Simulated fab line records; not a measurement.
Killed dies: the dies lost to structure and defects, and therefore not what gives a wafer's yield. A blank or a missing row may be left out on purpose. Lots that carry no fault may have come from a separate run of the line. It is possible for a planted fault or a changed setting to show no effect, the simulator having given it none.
fab line records	flow n5Finfet
record: lots: 24	wafers: 72	lastDay: 19
route steps=1938 shown SD_EPI_N@287 SD_EPI_P@329 SDB@365 HKMG_FIN@387
lots with no fault: from the same line, run without faults
startH: hours from the record's opening day to when the first of the lot's shown wafers began	waitH: hours since the lot's step before	" repeats the value in the row above	L1.1+2: a single row standing in for several wafers	- value missing, or start not given	* or withheld: withheld	< > ~ a bound
route shown NAME@n: NAME is a module with steps in the file, n the number in the route of the first one	usual: mean and standard deviation over wafers with no fault	same: alike in all rows	chamber/n: place in a boat	sites: readings site by site	_std_site: the standard deviation of these	_edge_site: the outer-site mean with the inner-site mean subtracted	radiusMm: how far each site lies from the wafer's centre	mask NAME#n: copy n	behind: the most recent tool/chamber to have shaped the wafer	hold: why the lot went on hold/how many hours it stayed there/how the hold came to an end	device: transistor that didn't switch, given as n, p or np	end of line: the same wafers' tests at the end of the route	for a step that has no rows: nothing shown but its recipe	killed: at the first sort, the dies lost to defects and structure; wafer yield is something else	map: a wafer's dies, marking killed ones x, the rest . and places with no die _
set.NAME: the run value of the setting; set.NAME@STEP: its run value at that earlier step	model.NAME: the simulator's own value behind a step, which no gauge read
the route's steps for a sample of lots (tables are steps, rows are wafers)
services: when a tool's chamber went out of use (startH, in hours from the record's first day, below 0 if earlier), for how many hours, and the reason
== steps ==
step: N5_SD_EPI_N_VAPOR_ETCH_50
recipe: chemistry: HCl	target: Si	tempC: 775	timeS: 54	pressureTorr: 20	mode: isotropic
usual: throttleValvePct: 12.1/0.38
lot.wafer	tool	chamber	startH	waitH	throttleValvePct
L074.2	epiRpcvd-01	0	51.48	0.4	11.5
L074.3	"	0	"	"	11.7
L074.5	"	0	"	"	11.5
L075.3	epiRpcvd-01	0	57.09	0.3	11.8
L075.5	"	0	"	"	12.0
L075.6	"	0	"	"	11.8
L076.2	epiRpcvd-02	0	64.27	0.4	11.9
L076.4	"	0	"	"	12.0
L076.5	"	0	"	"	11.8
L077.2	epiRpcvd-01	0	71.29	0.4	11.5
L077.4	"	0	"	"	11.8
L077.5	"	0	"	"	11.5
L078.1	epiRpcvd-02	0	74.69	0.5	11.9
L078.3	"	0	"	"	11.9
L078.5	"	0	"	"	12.0
L079.3	epiRpcvd-03	0	82.18	0.2	12.4
L079.4	"	0	"	"	12.1
L079.6	"	0	"	"	12.6
L080.1	epiRpcvd-02	0	86.02	0.4	11.8
L080.3	"	0	"	"	11.9
L080.4	"	0	"	"	12.1
L081.1	epiRpcvd-03	0	96.04	0.3	12.3
L081.2	"	0	"	"	12.5
L081.5	"	0	"	"	12.5
L082.1	epiRpcvd-02	0	98.10	0.5	11.7
L082.3	"	0	"	"	12.0
L082.4	"	0	"	"	11.7
L083.1	epiRpcvd-03	0	105.89	0.3	12.2
L083.3	"	0	"	"	12.7
L083.6	"	0	"	"	12.6
L084.1	epiRpcvd-03	0	113.23	0.3	12.6
L084.3	"	0	"	"	12.3
L084.4	"	0	"	"	12.6
L085.3	epiRpcvd-01	0	121.98	0.4	11.5
L085.4	"	0	"	"	11.8
L085.6	"	0	"	"	11.6
L086.1	epiRpcvd-03	0	123.14	0.3	12.4
L086.2	"	0	"	"	12.6
L086.6	"	0	"	"	12.3
L087.3	epiRpcvd-03	0	129.59	0.2	12.5
L087.5	"	0	"	"	12.6
L087.6	"	0	"	"	12.4
L088.1	epiRpcvd-03	0	135.00	0.3	12.6
L088.3	"	0	"	"	12.6
L088.5	"	0	"	"	12.7
L089.3	epiRpcvd-03	0	140.99	0.2	12.3
L089.5	"	0	"	"	12.6
L089.6	"	0	"	"	12.4
L090.1	epiRpcvd-03	0	146.55	0.3	12.6
L090.2	"	0	"	"	12.3
L090.4	"	0	"	"	12.5
L091.1	epiRpcvd-03	0	150.76	0.3	12.3
L091.2	"	0	"	"	12.5
L091.4	"	0	"	"	12.3
L092.1	epiRpcvd-02	0	159.57	0.3	11.7
L092.2	"	0	"	"	11.7
L092.6	"	0	"	"	12.0
L093.1	epiRpcvd-02	0	164.78	0.3	11.8
L093.3	"	0	"	"	11.9
L093.6	"	0	"	"	12.0
L094.1	epiRpcvd-02	0	170.79	0.3	12.0
L094.3	"	0	"	"	12.1
L094.4	"	0	"	"	12.0
L095.1	epiRpcvd-03	0	177.24	0.3	12.6
L095.2	"	0	"	"	12.7
L095.5	"	0	"	"	12.6
L097.2	epiRpcvd-03	0	189.74	0.3	12.4
L097.5	"	0	"	"	12.4
L097.6	"	0	"	"	12.5
L096.1	epiRpcvd-02	0	190.82	0.3	11.8
L096.5	"	0	"	"	11.9
L096.6	"	0	"	"	11.7
step: N5_SD_EPI_P_INSPECT_26
recipe: inspectInstrument: darkfield	mode: postEpi
usual: rawDefectCount: 165/33
lot.wafer	tool	chamber	startH	waitH	rawDefectCount
L074.2	defectInspect-02	-	59.44	0.0	134
L074.3	"	-	"	"	166
L074.5	"	-	"	"	133
L075.3	defectInspect-02	-	64.42	0.0	167
L075.5	"	-	"	"	155
L075.6	"	-	"	"	176
L076.2	defectInspect-02	-	73.59	0.0	162
L076.4	"	-	"	"	167
L076.5	"	-	"	"	162
L077.2	defectInspect-01	-	78.41	0.0	132
L077.4	"	-	"	"	133
L077.5	"	-	"	"	131
L078.1	defectInspect-01	-	83.67	0.0	137
L078.3	"	-	"	"	169
L078.5	"	-	"	"	145
L079.3	defectInspect-01	-	89.10	0.0	148
L079.4	"	-	"	"	162
L079.6	"	-	"	"	99
L080.1	defectInspect-01	-	94.21	0.0	230
L080.3	"	-	"	"	125
L080.4	"	-	"	"	120
L081.1	defectInspect-02	-	102.56	0.0	189
L081.2	"	-	"	"	165
L081.5	"	-	"	"	127
L082.1	defectInspect-02	-	107.04	0.0	246
L082.3	"	-	"	"	185
L082.4	"	-	"	"	171
L083.1	defectInspect-01	-	113.39	0.0	145
L083.3	"	-	"	"	222
L083.6	"	-	"	"	172
L084.1	defectInspect-02	-	121.90	0.0	187
L084.3	"	-	"	"	136
L084.4	"	-	"	"	169
L086.1	defectInspect-01	-	130.51	0.0	136
L086.2	"	-	"	"	145
L086.6	"	-	"	"	177
L085.3	defectInspect-01	-	134.11	0.0	114
L085.4	"	-	"	"	131
L085.6	"	-	"	"	134
L087.3	defectInspect-01	-	136.92	0.0	160
L087.5	"	-	"	"	121
L087.6	"	-	"	"	123
L088.1	defectInspect-01	-	142.57	0.0	103
L088.3	"	-	"	"	154
L088.5	"	-	"	"	131
L089.3	defectInspect-01	-	148.94	0.0	171
L089.5	"	-	"	"	164
L089.6	"	-	"	"	160
L090.1	defectInspect-02	-	154.05	0.0	150
L090.2	"	-	"	"	143
L090.4	"	-	"	"	162
L091.1	defectInspect-02	-	157.30	0.0	175
L091.2	"	-	"	"	152
L091.4	"	-	"	"	136
L092.1	defectInspect-01	-	166.33	0.0	210
L092.2	"	-	"	"	179
L092.6	"	-	"	"	250
L093.1	defectInspect-02	-	171.35	0.0	211
L093.3	"	-	"	"	182
L093.6	"	-	"	"	152
L094.1	defectInspect-02	-	178.32	0.0	201
L094.3	"	-	"	"	221
L094.4	"	-	"	"	263
L095.1	defectInspect-02	-	185.02	0.0	199
L095.2	"	-	"	"	218
L095.5	"	-	"	"	159
L097.2	defectInspect-01	-	196.50	0.0	194
L097.5	"	-	"	"	131
L097.6	"	-	"	"	186
L096.1	defectInspect-01	-	197.65	0.0	198
L096.5	"	-	"	"	192
L096.6	"	-	"	"	161
step: N5_SDB_STRIP_22
recipe: chemistry: N2/H2	powerW: 1000	tempC: 250	h2Frac: 0.65	overashFraction: 0.3	pressureMtorr: withheld	n2FlowSccm: 1750	h2FlowSccm: 3250
usual: drypumpMotorCurrentA: 5.9/0.49	h2FlowSccm: 3251/9.5	heaterPowerW: 343/38	oesProductAu: 0.715/0.0046	stripTimeToEndpointS: 96.3/0.36
lot.wafer	tool	chamber	startH	waitH	drypumpMotorCurrentA	h2FlowSccm	heaterPowerW	oesProductAu	rfHoursCounterH	stripTimeToEndpointS
L074.2	plasmaAsher-01	1	67.60	0.1	6.4	3242	330	0.717	35	96.4
L074.3	"	1	"	"	6.4	3252	327	0.731	-	97.1
L074.5	"	1	"	"	6.4	3248	330	0.712	-	96.6
L075.3	plasmaAsher-01	1	73.83	0.1	6.4	3254	331	0.723	-	96.3
L075.5	"	1	"	"	6.4	3252	329	0.710	-	96.2
L075.6	"	0	"	"	5.4	3240	400	0.720	-	96.1
L076.2	plasmaAsher-01	1	81.40	0.1	6.4	3247	325	0.716	38	95.8
L076.4	"	0	"	"	5.4	3239	392	0.711	-	96.3
L076.5	"	1	"	"	6.4	3254	324	0.709	-	96.1
L077.2	plasmaAsher-01	1	86.21	0.1	6.4	3263	329	0.709	39	96.6
L077.4	"	0	"	"	5.3	3252	399	0.721	-	96.8
L077.5	"	1	"	"	6.4	3259	327	0.715	-	96.4
L078.1	plasmaAsher-01	1	91.57	0.1	6.4	3254	321	0.712	40	96.2
L078.3	"	0	"	"	5.4	3261	397	0.713	-	95.9
L078.5	"	0	"	"	5.3	3263	402	0.715	-	95.8
L079.3	plasmaAsher-02	1	97.17	0.1	5.4	3255	321	0.722	-	96.1
L079.4	"	0	"	"	6.2	3251	307	0.712	-	96.3
L079.6	"	0	"	"	6.2	3245	304	0.709	-	95.7
L080.1	plasmaAsher-02	1	102.55	0.1	5.4	3246	323	0.714	87	96.4
L080.3	"	1	"	"	5.4	3254	329	0.715	-	96.6
L080.4	"	0	"	"	6.2	3274	300	0.721	-	96.2
L081.1	plasmaAsher-02	0	110.46	0.1	6.2	3252	302	0.712	88	96.0
L081.2	"	1	"	"	5.4	3248	322	0.715	88	96.4
L081.5	"	0	"	"	6.2	3253	303	0.709	-	96.9
L082.1	plasmaAsher-02	1	115.44	0.1	5.4	3256	317	0.712	90	96.7
L082.3	"	1	"	"	5.4	3247	335	0.714	-	96.6
L082.4	"	0	"	"	6.2	3261	298	0.716	-	96.5
L083.1	plasmaAsher-02	1	121.32	0.1	5.4	3249	324	0.716	90	96.6
L083.3	"	0	"	"	6.2	3250	299	0.707	-	96.2
L083.6	"	0	"	"	6.2	3273	294	0.715	-	96.9
L084.1	plasmaAsher-01	0	129.69	0.1	5.3	3247	400	0.714	49	96.0
L084.3	"	1	"	"	6.4	3237	330	0.708	-	95.7
L084.4	"	0	"	"	5.3	3255	404	0.722	-	96.1
L086.1	plasmaAsher-01	0	138.28	0.1	5.3	3287	389	0.725	50	96.5
L086.2	"	1	"	"	6.4	3244	323	0.722	50	96.3
L086.6	"	1	"	"	6.4	3247	331	0.713	-	96.5
L085.3	plasmaAsher-01	1	142.38	0.1	6.4	3243	333	0.721	-	96.1
L085.4	"	0	"	"	5.4	3223	394	0.709	-	96.2
L085.6	"	1	"	"	6.4	3249	325	0.711	-	96.1
L087.3	plasmaAsher-01	0	144.95	0.1	5.3	3239	408	0.710	-	96.8
L087.5	"	1	"	"	6.4	3247	332	0.720	-	96.6
L087.6	"	0	"	"	5.3	3245	400	0.716	-	97.0
L088.1	plasmaAsher-02	1	150.54	0.1	5.4	3249	314	0.712	95	95.9
L088.3	"	0	"	"	6.2	3244	304	0.717	-	95.9
L088.5	"	1	"	"	5.4	3259	329	0.710	-	96.1
L089.3	plasmaAsher-02	1	157.01	0.2	5.5	3247	317	0.713	-	96.3
L089.5	"	1	"	"	5.4	3245	321	0.719	-	96.2
L089.6	"	0	"	"	6.2	3239	297	0.709	-	95.7
L090.1	plasmaAsher-01	1	162.45	0.1	6.4	3242	330	0.718	55	96.2
L090.2	"	0	"	"	5.3	3263	395	0.715	55	96.7
L090.4	"	1	"	"	6.4	3241	331	0.713	-	96.5
L091.1	plasmaAsher-01	1	165.65	0.1	6.4	3240	331	0.717	55	96.0
L091.2	"	0	"	"	5.4	3257	403	0.710	55	96.3
L091.4	"	1	"	"	6.4	3244	325	0.714	-	96.2
L092.1	plasmaAsher-02	0	174.30	0.1	6.2	3239	301	0.718	102	95.9
L092.2	"	1	"	"	5.4	3254	322	0.706	102	95.7
L092.6	"	1	"	"	5.4	3262	319	0.711	-	96.0
L093.1	plasmaAsher-01	0	179.26	0.1	5.3	3248	395	0.713	58	96.3
L093.3	"	0	"	"	5.3	3264	406	0.710	-	96.3
L093.6	"	1	"	"	6.4	3253	329	0.715	-	96.6
L094.1	plasmaAsher-01	0	187.16	0.1	5.3	3257	391	0.721	59	96.3
L094.3	"	1	"	"	6.4	3239	330	0.712	-	95.7
L094.4	"	0	"	"	5.3	3247	397	0.714	-	96.0
L095.1	plasmaAsher-02	1	193.53	0.1	5.4	3246	318	0.710	106	97.0
L095.2	"	0	"	"	6.2	3243	292	0.717	106	96.5
L095.5	"	1	"	"	5.4	3259	322	0.714	-	96.8
L097.2	plasmaAsher-01	0	204.76	0.1	5.3	3253	381	0.714	63	95.8
L097.5	"	1	"	"	6.4	3241	337	0.710	-	96.3
L097.6	"	0	"	"	5.3	3253	398	0.714	-	96.0
L096.1	plasmaAsher-01	1	205.61	0.1	6.4	3253	328	0.721	63	95.8
L096.5	"	0	"	"	5.3	3251	396	0.723	-	95.6
L096.6	"	1	"	"	6.4	3251	332	0.712	-	96.3
step: N5_SDB_ETCH_25
recipe: chemistry: C4F6/O2	target: SiO2	targetDepthA: 100	timeS: 3.3	ionEnergyEv: 250	maskMaterial: SiNx	pressureMtorr: 30	sourceW: 345	biasW: 185	Ar_flow_sccm: 300	C4F6_flow_sccm: 10	O2_flow_sccm: 10
usual: C4F6_flow_sccm: 10.003/0.028	biasW: 185.0/0.54	drypumpMotorCurrentA: 5.7/0.34	oesProductAu: 0.79/0.1	rfVppV: 665/4.9	showerheadPlenumPTorr: 2.83/0.085	throttleValvePct: 21.10/0.25
lot.wafer	tool	chamber	startH	waitH	C4F6_flow_sccm	biasW	drypumpMotorCurrentA	oesProductAu	rfHoursCounterH	rfVppV	showerheadPlenumPTorr	throttleValvePct
L074.2	rieDiel-01	1	67.82	0.0	9.990	186.2	5.5	0.71	183	670	2.83	21.55
L074.3	"	3	"	"	10.026	185.2	6.4	0.69	235	668	2.82	21.27
L074.5	"	1	"	"	10.003	185.0	5.6	0.72	-	671	2.83	21.55
L075.3	rieDiel-01	0	74.01	0.0	10.019	184.8	5.1	0.67	235	664	2.81	21.37
L075.5	"	2	"	"	9.981	185.3	5.8	0.94	-	666	2.80	20.71
L075.6	"	3	"	"	10.025	185.4	6.4	0.70	-	669	2.82	21.28
L076.2	rieDiel-06	1	81.62	0.0	9.992	184.7	5.6	0.76	142	665	2.84	20.95
L076.4	"	1	"	"	10.036	185.0	5.6	0.77	-	665	2.84	20.93
L076.5	"	2	"	"	10.001	185.6	5.7	0.68	-	659	2.80	21.32
L077.2	rieDiel-01	1	86.63	0.0	10.022	185.0	5.6	0.73	189	671	2.83	21.56
L077.4	"	0	"	"	9.938	185.3	5.2	0.67	239	665	2.81	21.39
L077.5	"	0	"	"	9.975	184.5	5.2	0.67	-	665	2.81	21.39
L078.1	rieDiel-01	1	91.84	0.0	9.989	185.7	5.5	0.72	191	671	2.83	21.56
L078.3	"	3	"	"	10.025	185.3	6.4	0.69	243	669	2.82	21.27
L078.5	"	0	"	"	10.010	185.3	5.2	0.67	-	665	2.81	21.40
L079.3	rieDiel-06	3	97.36	0.0	10.001	184.9	6.2	0.70	200	656	2.71	21.19
L079.4	"	1	"	"	10.067	185.3	5.6	0.74	-	665	2.84	20.96
L079.6	"	2	"	"	10.026	186.1	5.7	0.68	-	659	2.80	21.32
L080.1	rieDiel-06	2	102.77	0.0	10.026	184.6	5.7	0.67	255	658	2.80	21.34
L080.3	"	3	"	"	9.987	184.7	6.2	0.71	201	658	2.71	21.19
L080.4	"	0	"	"	9.993	185.4	5.3	0.88	25	666	3.03	21.08
L081.1	rieDiel-02	3	110.82	0.2	9.995	184.8	5.2	0.75	159	667	2.97	21.05
L081.2	"	2	"	"	10.012	185.6	5.7	0.94	12	663	2.80	20.88
L081.5	"	2	"	"	9.978	185.6	5.7	0.94	-	662	2.80	20.88
L082.1	rieDiel-06	1	115.70	0.1	9.980	185.2	5.6	0.76	156	666	2.84	20.96
L082.3	"	3	"	"	10.045	184.9	6.2	0.71	208	657	2.71	21.20
L082.4	"	0	"	"	10.018	184.2	5.3	0.88	-	666	3.03	21.08
L083.1	rieDiel-02	0	121.58	0.0	9.980	184.0	5.9	0.74	154	674	2.95	20.90
L083.3	"	2	"	"	9.960	184.8	5.7	0.93	16	664	2.79	20.89
L083.6	"	3	"	"	9.982	185.4	5.2	0.75	-	667	2.97	21.04
L084.1	rieDiel-06	3	129.96	0.0	9.913	185.8	6.2	0.70	213	657	2.71	21.21
L084.3	"	0	"	"	10.014	185.8	5.3	0.86	37	667	3.03	21.11
L084.4	"	1	"	"	9.960	184.7	5.6	0.74	-	666	2.83	20.99
L086.1	rieDiel-06	1	138.77	0.3	10.045	184.9	5.6	0.75	166	664	2.83	20.97
L086.2	"	0	"	"	10.073	185.2	5.3	0.84	40	667	3.02	21.09
L086.6	"	3	"	"	10.001	183.9	6.2	0.68	-	657	2.70	21.20
L085.3	rieDiel-06	0	142.55	0.0	9.959	184.4	5.4	0.84	41	666	3.02	21.10
L085.4	"	3	"	"	10.021	185.1	6.2	0.70	219	659	2.70	21.22
L085.6	"	2	"	"	9.968	185.5	5.7	0.97	-	656	2.80	20.97
L087.3	rieDiel-01	1	145.23	0.1	9.944	185.9	5.5	0.70	212	671	2.82	21.60
L087.5	"	0	"	"	9.988	185.1	5.2	0.65	-	665	2.80	21.41
L087.6	"	1	"	"	9.977	184.8	5.5	0.69	-	670	2.82	21.60
L088.1	rieDiel-02	1	150.85	0.1	10.002	184.7	5.9	0.94	7	662	2.80	20.91
L088.3	"	0	"	"	9.980	184.7	5.9	0.73	166	674	2.95	20.91
L088.5	"	0	"	"	9.984	184.3	5.9	0.72	-	673	2.95	20.91
L089.3	rieDiel-02	2	157.19	0.0	10.029	184.5	5.7	0.90	30	663	2.79	20.91
L089.5	"	1	"	"	10.035	185.1	5.8	0.92	-	662	2.80	20.94
L089.6	"	2	"	"	9.966	184.8	5.6	0.91	-	664	2.79	20.91
L090.1	rieDiel-06	1	162.73	0.1	9.998	185.2	5.6	0.74	172	664	2.83	20.99
L090.2	"	0	"	"	9.999	185.1	5.3	0.83	47	665	3.02	21.10
L090.4	"	2	"	"	10.040	184.8	5.7	0.93	10	658	2.79	20.97
L091.1	rieDiel-02	3	165.87	0.0	9.949	183.8	5.2	0.74	181	668	2.96	21.08
L091.2	"	2	"	"	9.987	185.2	5.7	0.90	33	663	2.79	20.91
L091.4	"	0	"	"	10.013	184.1	5.8	0.72	172	673	2.95	20.91
L092.1	rieDiel-01	1	174.52	0.0	10.003	185.0	5.5	0.69	226	669	2.81	21.62
L092.2	"	3	"	"	9.999	185.1	6.4	0.98	10	670	2.81	21.02
L092.6	"	1	"	"	10.030	184.1	5.5	0.69	-	670	2.82	21.60
L093.1	rieDiel-01	2	179.53	0.0	9.979	183.9	5.7	0.88	55	666	2.78	20.74
L093.3	"	2	"	"	10.003	184.7	5.7	0.86	-	666	2.78	20.75
L093.6	"	1	"	"	10.035	183.9	5.6	0.69	-	671	2.81	21.61
L094.1	rieDiel-06	0	187.92	0.6	10.023	185.4	5.3	0.84	56	667	3.02	21.13
L094.3	"	2	"	"	9.995	184.2	5.7	0.91	19	657	2.79	21.00
L094.4	"	0	"	"	10.030	184.7	5.3	0.83	-	665	3.02	21.13
L095.1	rieDiel-01	1	193.79	0.0	9.984	184.3	5.5	0.69	234	671	2.81	21.62
L095.2	"	0	"	"	10.005	185.4	5.2	0.98	4	666	2.79	21.02
L095.5	"	2	"	"	10.019	185.3	5.7	0.86	-	664	2.78	20.77
L097.2	rieDiel-01	1	205.24	0.3	10.027	184.0	5.5	0.69	238	670	2.81	21.63
L097.5	"	1	"	"	10.020	184.8	5.5	0.68	-	671	2.81	21.63
L097.6	"	0	"	"	9.977	184.9	5.2	0.98	-	664	2.79	21.04
L096.1	rieDiel-02	2	205.83	0.0	10.032	184.9	5.7	0.87	48	662	2.78	20.95
L096.5	"	0	"	"	9.994	185.6	5.9	0.71	-	674	2.94	20.94
L096.6	"	3	"	"	9.971	186.0	5.2	0.72	-	666	2.95	21.08
step: N5_SDB_CMP_30
recipe: stopOn: poly-Si	tOverpolishS: 1.54	postCmpClean: alkalineBrush	downForcePsi: 4.1491	platenRpm: 51.796	padVelocityMS: 1.0306	targetThkNm: 30
usual: motorCurrentA: 11.8/1.3	overpolishRunS: 1.540/0.0097	timeToEndpointS: 17.6/1.8
lot.wafer	tool	chamber	startH	waitH	motorCurrentA	overpolishRunS	timeToEndpointS
L074.3	cmp-01	0	70.86	1.4	12.7	1.548	19.8
L074.2	"	2	"	"	13.6	1.552	21.1
L074.5	"	0	"	"	13.3	1.547	19.3
L075.3	cmp-02	1	77.10	1.5	12.1	1.545	13.9
L075.5	"	3	"	"	13.8	1.538	18.1
L075.6	"	0	"	"	13.0	1.544	14.1
L076.2	cmp-02	2	84.70	1.5	10.0	1.548	18.8
L076.4	"	3	"	"	13.1	1.543	16.8
L076.5	"	0	"	"	13.7	1.549	18.8
L077.2	cmp-04	2	89.71	1.5	11.4	1.525	16.2
L077.4	"	3	"	"	9.8	1.545	15.2
L077.5	"	1	"	"	10.3	1.539	14.9
L078.1	cmp-02	0	94.95	1.4	12.2	1.544	17.2
L078.3	"	3	"	"	13.2	1.529	19.3
L078.5	"	1	"	"	11.4	1.539	19.6
L079.4	cmp-04	2	100.76	1.4	11.3	1.543	17.3
L079.3	"	1	"	"	10.6	1.531	18.0
L079.6	"	3	"	"	9.9	1.545	18.9
L080.3	cmp-02	3	105.77	1.4	14.0	1.532	15.4
L080.1	"	0	"	"	12.0	1.541	15.3
L080.4	"	2	"	"	10.6	1.535	17.2
L081.2	cmp-01	2	113.82	1.4	12.7	1.534	20.2
L081.1	"	1	"	"	12.0	1.529	17.5
L081.5	"	3	"	"	12.4	1.523	16.3
L082.3	cmp-02	3	118.77	1.4	14.2	1.548	18.9
L082.4	"	0	"	"	12.5	1.542	17.5
L082.1	"	1	"	"	12.7	1.547	17.1
L083.1	cmp-02	3	124.58	1.4	13.6	1.538	19.3
L083.3	"	0	"	"	12.3	1.533	19.8
L083.6	"	0	"	"	12.5	1.529	19.4
L084.3	cmp-02	3	132.96	1.4	13.7	1.532	18.3
L084.1	"	1	"	"	12.5	1.537	21.3
L084.4	"	2	"	"	10.7	1.536	16.9
L086.2	cmp-01	1	142.17	1.4	11.6	1.539	19.0
L086.1	"	2	"	"	13.9	1.542	19.6
L086.6	"	0	"	"	13.8	1.544	17.8
L085.4	cmp-04	1	145.63	1.5	10.5	1.530	16.7
L085.3	"	2	"	"	11.1	1.522	16.3
L085.6	"	0	"	"	10.4	1.554	16.7
L087.3	cmp-04	1	148.39	1.4	10.1	1.532	15.1
L087.6	"	0	"	"	10.8	1.557	17.0
L087.5	"	1	"	"	10.3	1.523	16.5
L088.3	cmp-04	1	153.89	1.4	10.2	1.549	16.0
L088.1	"	2	"	"	11.0	1.554	17.3
L088.5	"	0	"	"	11.2	1.556	17.9
L089.3	cmp-04	0	160.23	1.4	10.8	1.538	21.2
L089.6	"	3	"	"	9.4	1.534	17.2
L089.5	"	0	"	"	10.5	1.546	17.7
L090.4	cmp-04	1	165.76	1.4	10.3	1.544	16.0
L090.1	"	2	"	"	11.8	1.553	14.8
L090.2	"	3	"	"	9.6	1.529	15.6
L091.4	cmp-01	3	168.91	1.4	12.3	1.539	18.5
L091.1	"	0	"	"	13.8	1.538	15.2
L091.2	"	1	"	"	11.9	1.536	18.9
L092.1	cmp-04	0	177.63	1.4	10.4	1.539	18.9
L092.2	"	2	"	"	11.9	1.551	18.2
L092.6	"	1	"	"	10.6	1.541	16.8
L093.3	cmp-02	0	184.26	1.4	13.2	1.527	18.3
L093.1	"	2	"	"	10.7	1.524	17.1
L093.6	"	0	"	"	12.6	1.518	17.1
L094.4	cmp-04	2	190.92	0.0	11.2	1.541	15.9
L094.3	"	3	"	"	9.9	1.524	15.9
L094.1	"	0	"	"	11.2	1.545	18.0
L095.1	cmp-01	1	196.86	1.4	11.9	1.548	19.8
L095.2	"	3	"	"	12.0	1.549	15.6
L095.5	"	0	"	"	12.9	1.529	16.2
L097.2	cmp-02	0	208.27	1.4	12.8	1.526	14.9
L097.6	"	3	"	"	13.0	1.550	14.3
L097.5	"	0	"	"	13.4	1.535	17.4
L096.1	cmp-04	3	208.83	1.4	9.9	1.544	16.7
L096.5	"	3	"	"	9.7	1.551	17.0
L096.6	"	0	"	"	10.3	1.550	20.3
step: N5_HKMG_FIN_HK_ANNEAL_02
recipe: tempC: 700	timeS: 30	ambient: N2	idleTempC: 600	rampUpCPerS: 150	rampDownCPerS: 60	coolToC: 600
usual: lampPowerPct: 8.80/0.054	lamp_zone_7_pct: 9.193/0.0095	wafer_temp_C_max: 703.0/0.69
lot.wafer	tool	chamber	startH	waitH	lampPowerPct	lamp_zone_7_pct	wafer_temp_C_max
L074.2	rtpAnneal-02	0	72.01	0.1	8.81	9.185	703.1
L074.3	"	0	"	"	8.78	9.200	702.9
L074.5	"	0	"	"	8.73	9.182	703.9
L075.3	rtpAnneal-02	0	78.18	0.2	8.79	9.190	703.9
L075.5	"	0	"	"	8.70	9.208	702.3
L075.6	"	0	"	"	8.81	9.186	702.8
L076.2	rtpAnneal-02	0	85.78	0.2	8.86	9.187	702.2
L076.4	"	0	"	"	8.81	9.204	703.2
L076.5	"	0	"	"	8.78	9.187	702.1
L077.2	rtpAnneal-02	0	90.97	0.2	8.80	9.179	702.5
L077.4	"	0	"	"	8.80	9.191	702.2
L077.5	"	0	"	"	8.71	9.171	702.4
L078.1	rtpAnneal-01	0	96.28	0.3	8.72	9.197	703.6
L078.3	"	0	"	"	8.86	9.197	703.2
L078.5	"	0	"	"	8.81	9.196	701.8
L079.3	rtpAnneal-01	0	102.05	0.2	8.79	9.191	702.6
L079.4	"	0	"	"	8.74	9.183	702.5
L079.6	"	0	"	"	8.79	9.182	702.3
L080.1	rtpAnneal-01	0	106.87	0.1	8.69	9.192	703.7
L080.3	"	0	"	"	8.82	9.200	702.9
L080.4	"	0	"	"	8.89	9.196	703.9
L081.1	rtpAnneal-02	0	115.11	0.1	8.66	9.176	703.8
L081.2	"	0	"	"	8.78	9.220	703.1
L081.5	"	0	"	"	8.81	9.188	703.2
L082.1	rtpAnneal-02	0	119.86	0.1	8.91	9.204	702.8
L082.3	"	0	"	"	8.87	9.189	702.7
L082.4	"	0	"	"	8.81	9.186	704.3
L083.1	rtpAnneal-01	0	125.68	0.1	8.72	9.182	703.1
L083.3	"	0	"	"	8.72	9.187	702.8
L083.6	"	0	"	"	8.88	9.209	702.8
L084.1	rtpAnneal-01	0	134.06	0.1	8.78	9.186	704.1
L084.3	"	0	"	"	8.74	9.209	702.5
L084.4	"	0	"	"	8.81	9.187	703.0
L086.1	rtpAnneal-02	0	143.25	0.1	8.92	9.215	702.1
L086.2	"	0	"	"	8.78	9.182	703.8
L086.6	"	0	"	"	8.80	9.190	702.3
L085.3	rtpAnneal-01	0	146.73	0.2	8.77	9.202	701.7
L085.4	"	0	"	"	8.80	9.201	702.9
L085.6	"	0	"	"	8.88	9.195	702.0
L087.3	rtpAnneal-02	0	149.51	0.2	8.82	9.189	702.7
L087.5	"	0	"	"	8.73	9.216	701.9
L087.6	"	0	"	"	8.80	9.180	702.0
L088.1	rtpAnneal-02	0	154.94	0.1	8.77	9.187	702.3
L088.3	"	0	"	"	8.83	9.187	703.9
L088.5	"	0	"	"	8.85	9.208	703.0
L089.3	rtpAnneal-02	0	161.35	0.2	8.89	9.198	702.4
L089.5	"	0	"	"	8.76	9.199	703.1
L089.6	"	0	"	"	8.80	9.192	702.7
L090.1	rtpAnneal-01	0	166.86	0.1	8.82	9.211	704.5
L090.2	"	0	"	"	8.80	9.191	704.0
L090.4	"	0	"	"	8.78	9.192	702.7
L091.1	rtpAnneal-01	0	170.20	0.3	8.85	9.203	702.7
L091.2	"	0	"	"	8.89	9.196	702.5
L091.4	"	0	"	"	8.89	9.206	703.6
L092.1	rtpAnneal-02	0	178.76	0.1	8.82	9.196	701.9
L092.2	"	0	"	"	8.87	9.185	703.3
L092.6	"	0	"	"	8.68	9.188	702.7
L093.1	rtpAnneal-01	0	185.36	0.1	8.85	9.194	705.4
L093.3	"	0	"	"	8.81	9.206	702.4
L093.6	"	0	"	"	8.79	9.198	703.3
L094.1	rtpAnneal-01	0	192.03	0.1	8.80	9.209	702.7
L094.3	"	0	"	"	8.78	9.185	702.7
L094.4	"	0	"	"	8.80	9.201	702.8
L095.1	rtpAnneal-01	0	197.92	0.1	8.81	9.195	703.4
L095.2	"	0	"	"	8.83	9.198	702.2
L095.5	"	0	"	"	8.78	9.182	703.4
L097.2	rtpAnneal-01	0	209.46	0.2	8.84	9.204	702.0
L097.5	"	0	"	"	8.87	9.195	703.7
L097.6	"	0	"	"	8.80	9.204	702.1
L096.1	rtpAnneal-02	0	209.96	0.1	8.76	9.192	703.0
L096.5	"	0	"	"	8.79	9.175	704.4
L096.6	"	0	"	"	8.76	9.196	702.9
== services ==
tool	chamber	startH	hours	kind
cmp-04	-	28.61	9.2	pm
rtpAnneal-01	-	56.05	4.0	pm
plasmaAsher-02	-	59.06	3.3	repair
cmp-04	-	61.54	4.0	repair
cmp-04	-	85.86	0.7	repair
cmp-02	-	87.05	4.0	pm
cmp-02	-	91.05	-	consumableReplace:conditioner
cmp-02	-	91.05	-	consumableReplace:pad
rieDiel-06	2	112.37	4.9	repair
rieDiel-01	3	112.40	-	clean
rieDiel-01	3	112.40	-	consumableReplace:focusRing
rieDiel-01	3	112.40	41.4	scheduledDown
rieDiel-01	0	119.86	2.2	repair
plasmaAsher-02	-	120.39	0.9	repair
epiRpcvd-03	-	127.25	1.6	repair
cmp-01	-	144.48	7.2	repair
cmp-02	-	152.35	3.2	pm
rieDiel-06	1	164.44	9.9	repair
cmp-02	-	170.30	4.3	repair
rieDiel-01	3	177.60	5.2	repair
cmp-01	-	181.22	2.8	repair
rieDiel-06	1	183.55	8.8	repair
cmp-02	-	190.68	1.4	repair
cmp-02	-	209.16	2.0	repair
== key ==
fault none
